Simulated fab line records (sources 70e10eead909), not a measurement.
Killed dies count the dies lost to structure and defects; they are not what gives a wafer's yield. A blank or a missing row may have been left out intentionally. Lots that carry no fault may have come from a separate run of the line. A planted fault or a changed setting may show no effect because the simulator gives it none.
2 desks looking at one fault + flow nand-harc + each desk has only its own numbers; what lay behind them comes last

== DESK OF THE TOOL OWNER: litho-track-06 ==
At NHARC_A_M0_SOFTBAKE_04 (time 55 s), the tool's own readings, given per lot that ran on this tool as the mean of the sampled wafers with a number. Any lot whose mean is over 4 standard deviations away from the usual mean is out of limits and marked OUT; that distance is given in the brackets.
Columns: A = heater-power-total-W at NHARC_A_M0_SOFTBAKE_04, usual 188.44 W
| lot  | first seen here | A                |
|------|-----------------|------------------|
| L485 | day 24 00:00    | 188.40           |
| L489 | day 27 04:00    | 188.42           |
| L496 | day 28 06:00    | 188.38           |
| L494 | day 28 13:00    | 186.15 (-18) OUT |
| L497 | day 29 05:00    | 186.01 (-19) OUT |
This desk's finding: out of limits on L494, L497; first on L494, day 28 13:00 (heater-power-total-W at NHARC_A_M0_SOFTBAKE_04). L485, L489, L496: within limits.

== METROLOGY DESK ==
Lot by lot, what the gauges showed, no matter which tool ran the lot: averages of those sampled wafers that carry a number. Any lot whose mean is over 4 standard deviations away from the usual mean is out of limits and marked OUT; that distance is given in the brackets.
Columns: A = cd-nm at NHARC_A_M0_CD_MEAS_16, usual 79.8 nm
| lot  | first seen here | A    |
|------|-----------------|------|
| L484 | day 23 08:26    | 80.4 |
| L483 | day 23 13:37    | 79.5 |
| L485 | day 24 01:41    | 80.2 |
| L492 | day 27 00:40    | 79.9 |
| L489 | day 27 05:47    | 80.6 |
| L496 | day 28 07:19    | 79.1 |
| L494 | day 28 14:16    | 79.4 |
| L497 | day 29 06:30    | 79.4 |
| L499 | day 30 01:19    | 80.7 |
| L501 | day 31 05:02    | 79.5 |
| L504 | day 31 13:16    | 80.7 |
This desk's finding: nothing out of limits on any of the 11 lots.

== TAKEN TOGETHER ==
An alarm could have come from the tool owner's desk at day 28 13:00, on L494, L497.
At the metrology desk, nothing out of limits was observed.
The metrology desk holds a record of L494, L497, inside its limits.
On litho-track-06, each named lot ran NHARC_A_M0_SOFTBAKE_04.

== WHAT THE SIMULATOR HAD INSERTED ==
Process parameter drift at NHARC_A_M0_SOFTBAKE_04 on litho-track-06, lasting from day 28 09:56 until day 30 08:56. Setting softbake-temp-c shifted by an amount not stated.
Shown lots that were struck: L494, L497.
Delay in hours, fault start to first out-of-limits reading, by desk: the tool owner's desk at 3.
